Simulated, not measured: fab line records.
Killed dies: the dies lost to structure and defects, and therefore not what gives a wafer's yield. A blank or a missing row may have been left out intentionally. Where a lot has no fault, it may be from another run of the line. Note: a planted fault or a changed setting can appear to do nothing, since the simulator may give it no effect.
fab line records	flow nand_harc
[record] lots = 6	wafers = 18	last_day = 24
route steps=1159 shown A_STAIRCASE@574
lots with no fault: from the same line, run without faults
start_h: start of the lot's first displayed wafer, in hours after the record's first day	wait_h: time in hours since the lot's previous step	" as in the row above	L1.1+2: a single row standing in for several wafers	- value missing, or start not given	* or withheld: withheld	< > ~ a bound
route shown NAME@n: NAME is a module with steps in the file, n the number in the route of the first one	usual: mean and standard deviation over wafers with no fault	same: alike in all rows	chamber/n: place in a boat	sites: readings site by site	_std_site: how widely they spread, as a standard deviation	_edge_site: mean of outer sites minus mean of inner sites	radius_mm: for every site, how far away it sits from the centre of the wafer	mask NAME#n: copy n	behind: the last tool/chamber to shape the wafer	hold: what put the lot on hold/how long, in hours/how the hold closed	device: which transistor (n, p or np) failed to switch	end of line: tests run on the same wafers once the route is complete	step lacking rows: just its recipe	killed: not the wafer's yield, but the dies lost to structure and defects at the first sort	map: a wafer's dies, marking killed ones x, the rest . and places with no die _
set.NAME: setting as actually run; set.NAME@STEP: the setting as run at that earlier step	model.NAME: the simulator's own value behind a step, which no gauge read
lots seen at some steps along the route; tables by step, rows by wafer
services: the hour from which a tool's chamber was out of use, counted from the record's first day as start_h (under 0 if before that day), plus the number of hours and why
[[steps]]
[step NHARC_A_STAIRCASE_EBR_180]
[step NHARC_A_STAIRCASE_EXPOSE_181]
[recipe] na = 0.5	dose_mj = 27.87	mask_id = STAIR_2
[step NHARC_A_STAIRCASE_PEB_182]
[recipe] peb_temp_c = 115	peb_time_s = 130
[step NHARC_A_STAIRCASE_DEVELOP_183]
[recipe] time_s = 140
[step NHARC_A_STAIRCASE_HARDBAKE_185]
[recipe] temp_c = 120	time_s = 140
[step NHARC_A_STAIRCASE_DESCUM_186]
[recipe] time_s = 3	o2_flow_sccm = 200	ar_flow_sccm = 0	bias_power_w = 0	chemistry = O2
[usual] drypump_motor_current_A = 5.8/0.64	oes_product_au = 0.998/0.014	rf_vpp_V = 57.8/0.95	showerhead_plenum_p_Torr = 1.92/0.11	throttle_valve_pct = 11.311/0.0089
lot.wafer	tool	chamber	start_h	wait_h	drypump_motor_current_A	oes_product_au	rf_hours_counter_h	rf_vpp_V	showerhead_plenum_p_Torr	throttle_valve_pct
L161.3	rie_diel-11	2	264.94	-	6.1	1.009	25	57.1	1.79	11.312
L161.1	"	0	"	"	6.9	0.993	24	60.1	2.07	11.312
L161.5	"	3	"	"	5.3	0.980	-	57.8	1.81	11.300
L166.2	rie_diel-02	3	289.82	-	5.5	1.010	52	58.3	1.85	11.332
L166.4	"	0	"	"	4.9	0.975	51	59.6	2.06	11.322
L166.5	"	2	"	"	6.7	0.987	-	57.7	1.95	11.293
L165.2	rie_diel-02	1	294.47	-	6.6	1.007	52	58.7	2.00	11.308
L165.4	"	2	"	"	6.8	1.012	54	57.6	1.95	11.294
L165.5	"	0	"	"	4.9	0.982	-	57.8	2.06	11.317
L175.3	rie_diel-02	0	347.35	-	4.9	0.995	4	58.3	2.05	11.316
L175.1	"	1	"	"	6.6	1.006	4	58.8	1.99	11.327
L175.4	"	2	"	"	6.8	1.021	4	56.9	1.94	11.290
L176.3	rie_diel-02	1	347.58	-	6.6	1.007	4	58.0	1.99	11.306
L176.1	"	2	"	"	6.7	1.016	4	58.3	1.94	11.318
L176.2	"	0	"	"	4.9	0.994	4	58.5	2.05	11.299
L178.1	rie_diel-11	0	365.96	-	6.9	1.004	55	57.3	2.06	11.316
L178.2	"	2	"	"	6.1	1.006	58	57.2	1.78	11.309
L178.3	"	3	"	"	5.3	0.978	59	56.6	1.80	11.313
[step NHARC_A_STAIRCASE_TRIM_187]
[recipe] time_s = 211.2	o2_flow_sccm = 500	ar_flow_sccm = 0	bias_w = 0	chemistry = O2
[step NHARC_A_STAIRCASE_ETCH_188]
[recipe] target_depth_a = 1000	time_s = 40.5	ion_energy_ev = 400	c4f8_flow_sccm = 20	o2_flow_sccm = 10	ar_flow_sccm = withheld	rf_w = 600	bias_w = 1000	chemistry = C4F8/O2
[step NHARC_A_STAIRCASE_TRIM_189]
[recipe] time_s = 211.2	o2_flow_sccm = 500	ar_flow_sccm = 0	bias_w = 0	chemistry = O2
[usual] drypump_motor_current_A = 5.8/0.64	oes_product_au = 0.999/0.013	rf_vpp_V = 57.9/0.91	showerhead_plenum_p_Torr = 3.54/0.19	throttle_valve_pct = 17.035/0.0095
[same] bias_w = 0
lot.wafer	tool	chamber	start_h	wait_h	drypump_motor_current_A	oes_product_au	rf_hours_counter_h	rf_vpp_V	showerhead_plenum_p_Torr	throttle_valve_pct
L161.3	rie_diel-11	1	-	-	5.4	0.991	25	57.5	3.32	17.038
L161.1	"	3	"	"	5.4	0.978	24	57.8	3.35	17.052
L161.5	"	1	"	"	5.5	0.992	-	57.3	3.32	17.059
L166.2	rie_diel-02	1	-	-	6.6	1.024	50	58.1	3.67	17.046
L166.4	"	3	"	"	5.5	1.009	52	57.6	3.42	17.033
L166.5	"	1	"	"	6.6	1.008	-	58.4	3.67	17.040
L165.4	rie_diel-02	2	-	-	6.8	0.995	54	57.2	3.59	17.025
L165.2	"	0	"	"	4.9	0.986	53	60.1	3.78	17.051
L165.5	"	1	"	"	6.6	1.002	-	58.2	3.67	17.018
L175.1	rie_diel-02	1	-	-	6.6	1.016	4	58.2	3.66	17.032
L175.3	"	2	"	"	6.8	1.022	4	59.1	3.58	17.031
L175.4	"	3	"	"	5.5	0.990	5	57.3	3.40	17.034
L176.1	rie_diel-02	1	-	-	6.6	1.009	4	58.9	3.66	17.028
L176.3	"	2	"	"	6.7	1.023	5	58.4	3.58	17.036
L176.2	"	3	"	"	5.5	1.001	5	56.8	3.41	17.037
L178.2	rie_diel-11	2	-	-	6.1	0.994	58	57.9	3.30	17.038
L178.1	"	3	"	"	5.4	0.987	59	58.0	3.33	17.037
L178.3	"	0	"	"	6.8	0.984	55	58.8	3.78	17.041
[step NHARC_A_STAIRCASE_ETCH_190]
[recipe] target_depth_a = 1000	time_s = 40.5	ion_energy_ev = 400	c4f8_flow_sccm = 20	o2_flow_sccm = 10	ar_flow_sccm = withheld	rf_w = 600	bias_w = 1000	chemistry = C4F8/O2
[usual] bias_w = 999.9/2.9	oes_product_au = 0.939/0.015	rf_vpp_V = 896/6.9	run_length_s = 61.8/0.31
lot.wafer	tool	chamber	start_h	wait_h	bias_w	oes_product_au	rf_hours_counter_h	rf_vpp_V	run_length_s
L161.3	rie_diel-11	1	-	-	999.5	0.938	25	888	61.2
L161.1	"	0	"	"	999.3	0.938	24	906	62.5
L161.5	"	2	"	"	1002.3	0.951	-	890	61.9
L166.4	rie_diel-02	0	-	-	993.3	0.915	51	905	61.7
L166.2	"	1	"	"	996.6	0.945	50	901	61.4
L166.5	"	0	"	"	999.0	0.923	-	906	62.0
L165.2	rie_diel-02	2	-	-	1000.0	0.954	54	898	61.7
L165.4	"	1	"	"	998.8	0.960	52	902	61.7
L165.5	"	3	"	"	1001.8	0.968	-	892	61.5
L175.3	rie_diel-02	2	-	-	1000.1	0.949	4	897	61.7
L175.4	"	0	"	"	998.3	0.929	4	904	61.7
L175.1	"	1	"	"	1002.5	0.946	4	900	61.6
L176.3	rie_diel-02	0	-	-	999.8	0.940	4	906	61.9
L176.2	"	2	"	"	1002.8	0.961	5	898	62.3
L176.1	"	3	"	"	995.5	0.940	5	890	62.1
L178.3	rie_diel-11	0	-	-	1001.5	0.944	55	905	62.5
L178.1	"	2	"	"	998.1	0.957	58	887	62.1
L178.2	"	3	"	"	1002.8	0.930	59	889	62.1
[step NHARC_A_STAIRCASE_TRIM_191]
[recipe] time_s = 211.2	o2_flow_sccm = 500	ar_flow_sccm = 0	bias_w = 0	chemistry = O2
[usual] drypump_motor_current_A = 5.8/0.63	oes_product_au = 1.000/0.014	rf_vpp_V = 57.8/1	showerhead_plenum_p_Torr = 3.53/0.19	throttle_valve_pct = 17.037/0.0095
[same] bias_w = 0
lot.wafer	tool	chamber	start_h	wait_h	drypump_motor_current_A	oes_product_au	rf_hours_counter_h	rf_vpp_V	showerhead_plenum_p_Torr	throttle_valve_pct
L161.3	rie_diel-11	3	-	-	5.4	0.975	24	57.5	3.35	17.036
L161.1	"	1	"	"	5.5	0.991	25	56.3	3.32	17.051
L161.5	"	3	"	"	5.3	0.974	-	55.7	3.35	17.057
L166.4	rie_diel-02	2	-	-	6.8	1.018	53	57.8	3.59	17.037
L166.2	"	3	"	"	5.5	1.036	52	59.1	3.41	17.060
L166.5	"	3	"	"	5.5	1.019	-	58.2	3.41	17.042
L165.4	rie_diel-02	3	-	-	5.5	1.006	54	55.5	3.41	17.053
L165.2	"	1	"	"	6.6	1.002	52	58.3	3.67	17.038
L165.5	"	3	"	"	5.6	1.001	-	57.9	3.41	17.037
L175.3	rie_diel-02	1	-	-	6.6	1.016	4	58.0	3.66	17.034
L175.4	"	2	"	"	6.8	1.023	5	58.4	3.58	17.033
L175.1	"	0	"	"	4.9	0.998	4	56.3	3.77	17.035
L176.1	rie_diel-02	2	-	-	6.8	1.035	5	59.2	3.58	17.041
L176.3	"	3	"	"	5.5	0.994	5	56.9	3.41	17.032
L176.2	"	1	"	"	6.6	1.021	4	56.6	3.66	17.031
L178.1	rie_diel-11	0	-	-	6.8	0.986	55	58.7	3.78	17.029
L178.3	"	2	"	"	6.1	1.011	58	57.7	3.30	17.055
L178.2	"	3	"	"	5.3	0.989	59	56.2	3.33	17.035
[step NHARC_A_STAIRCASE_ETCH_192]
[recipe] target_depth_a = 1000	time_s = 40.5	ion_energy_ev = 400	c4f8_flow_sccm = 20	o2_flow_sccm = 10	ar_flow_sccm = withheld	rf_w = 600	bias_w = 1000	chemistry = C4F8/O2
[usual] bias_w = 999.9/2.9	oes_product_au = 0.939/0.014	rf_vpp_V = 896/6.7	run_length_s = 61.78/0.3
lot.wafer	tool	chamber	start_h	wait_h	bias_w	oes_product_au	rf_hours_counter_h	rf_vpp_V	run_length_s
L161.3	rie_diel-11	0	265.64	-	1000.2	0.940	24	906	61.65
L161.1	"	2	"	"	1003.3	0.955	25	888	61.94
L161.5	"	1	"	"	997.5	0.935	-	888	61.94
L166.4	rie_diel-02	2	290.78	-	1003.3	0.932	53	898	61.65
L166.2	"	1	"	"	995.1	0.944	51	901	61.63
L166.5	"	3	"	"	1003.6	0.949	-	892	61.70
L165.4	rie_diel-02	1	295.17	-	999.1	0.949	52	900	61.86
L165.2	"	3	"	"	1003.8	0.949	54	892	61.50
L165.5	"	0	"	"	1000.5	0.922	-	903	61.81
L175.4	rie_diel-02	2	348.28	-	1005.2	0.955	5	899	75.23
L175.3	"	3	"	"	995.2	0.931	5	891	74.93
L175.1	"	0	"	"	996.8	0.940	5	904	74.66
L176.2	rie_diel-02	0	348.48	-	996.1	0.955	5	903	74.66
L176.1	"	1	"	"	1001.2	0.943	5	900	74.34
L176.3	"	2	"	"	1000.7	0.951	5	897	74.52
L178.3	rie_diel-11	0	366.79	-	995.8	0.934	55	906	61.90
L178.1	"	2	"	"	998.4	0.947	58	888	62.12
L178.2	"	3	"	"	997.2	0.927	59	889	61.69
[step NHARC_A_STAIRCASE_TRIM_193]
[recipe] time_s = 211.2	o2_flow_sccm = 500	ar_flow_sccm = 0	bias_w = 0	chemistry = O2
[usual] drypump_motor_current_A = 5.8/0.64	oes_product_au = 0.998/0.014	rf_vpp_V = 57.7/0.92	showerhead_plenum_p_Torr = 3.54/0.19	throttle_valve_pct = 17.036/0.0093
[same] bias_w = 0
lot.wafer	tool	chamber	start_h	wait_h	drypump_motor_current_A	oes_product_au	rf_hours_counter_h	rf_vpp_V	showerhead_plenum_p_Torr	throttle_valve_pct
L161.1	rie_diel-11	0	-	-	6.9	0.997	24	58.9	3.79	17.041
L161.3	"	2	"	"	6.1	1.016	25	58.8	3.32	17.011
L161.5	"	1	"	"	5.5	0.991	-	58.6	3.32	17.035
L166.4	rie_diel-02	1	-	-	6.6	0.996	51	56.3	3.67	17.031
L166.2	"	2	"	"	6.7	0.993	53	56.2	3.59	17.036
L166.5	"	0	"	"	4.9	0.976	-	58.5	3.78	17.022
L165.2	rie_diel-02	1	-	-	6.6	1.002	52	57.7	3.67	17.028
L165.4	"	3	"	"	5.5	1.016	54	58.8	3.41	17.037
L165.5	"	0	"	"	4.9	0.981	-	58.4	3.78	17.014
L175.3	rie_diel-02	1	-	-	6.6	1.010	5	59.0	3.66	17.030
L175.4	"	2	"	"	6.7	1.016	5	58.4	3.58	17.038
L175.1	"	3	"	"	5.5	1.001	5	57.6	3.41	17.044
L176.1	rie_diel-02	0	-	-	4.9	0.997	5	59.1	3.77	17.033
L176.3	"	2	"	"	6.8	1.012	5	57.6	3.58	17.039
L176.2	"	3	"	"	5.5	0.995	5	55.5	3.40	17.034
L178.2	rie_diel-11	2	-	-	6.1	1.002	58	57.5	3.30	17.049
L178.1	"	3	"	"	5.4	0.989	59	57.7	3.33	17.035
L178.3	"	0	"	"	6.8	1.000	55	58.3	3.78	17.041
[[services]]
tool	chamber	start_h	hours	kind
rie_diel-02	0	257.85	-	clean
rie_diel-02	1	257.85	-	clean
rie_diel-02	2	257.85	-	clean
rie_diel-02	3	257.85	-	clean
rie_diel-02	0	282.35	-	clean
rie_diel-02	1	282.35	-	clean
rie_diel-02	2	282.35	-	clean
rie_diel-02	3	282.35	-	clean
rie_diel-11	0	306.26	16.5	repair
rie_diel-02	0	306.92	-	clean
rie_diel-02	1	306.92	-	clean
rie_diel-02	2	306.92	-	clean
rie_diel-02	3	306.92	-	clean
rie_diel-11	1	308.35	5.1	repair
rie_diel-02	-	327.80	9.0	pm
rie_diel-02	0	327.80	9.0	vent_cycle
rie_diel-02	1	327.80	9.0	vent_cycle
rie_diel-02	2	327.80	9.0	vent_cycle
rie_diel-02	3	327.80	9.0	vent_cycle
rie_diel-11	2	329.28	7.2	repair
rie_diel-02	0	336.80	-	clean
rie_diel-02	1	336.80	-	clean
rie_diel-02	2	336.80	-	clean
rie_diel-02	2	336.80	-	consumable_replace:esc
[[key]]
[first_sign] step = NHARC_A_STAIRCASE_ETCH_192	reading = run_length_s	direction = up	sigmas = 44	usual = *	struck = *
effect none on later readings
met_at NHARC_A_STAIRCASE_ETCH_192
struck_wafers L175.1,L175.3,L175.4,L176.1,L176.2,L176.3
later_rows_left_out L175.1,L175.3,L175.4,L176.1,L176.2,L176.3
sort_left_out L175.1,L175.3,L175.4,L176.1,L176.2,L176.3
tester_left_out L175,L176
onset_between 295.17 348.28
[fault] kind = process_parameter_drift	tool = rie_diel-02	chamber = -	onset_h = 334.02	steps = NHARC_A_STAIRCASE_ETCH_192	channel = time_s	offset = *	shape = step	end_h = 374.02	acts_in = *	stated = *
// tester_left_out: of these lots the tester's yield and bins aren't shown, on N5 and GAA mostly nor the transistor test; their killed dies are dies lost to structure and defects alone, not to doping, threshold or leakage, so they don't give the yield
// sort_left_out: the simulated sort isn't trusted on such a fault, so these wafers' sort isn't shown, and their yield isn't known
// later_rows_left_out: the simulator's readings of these wafers behind a module that went badly wrong aren't trusted and aren't shown, but for the sort
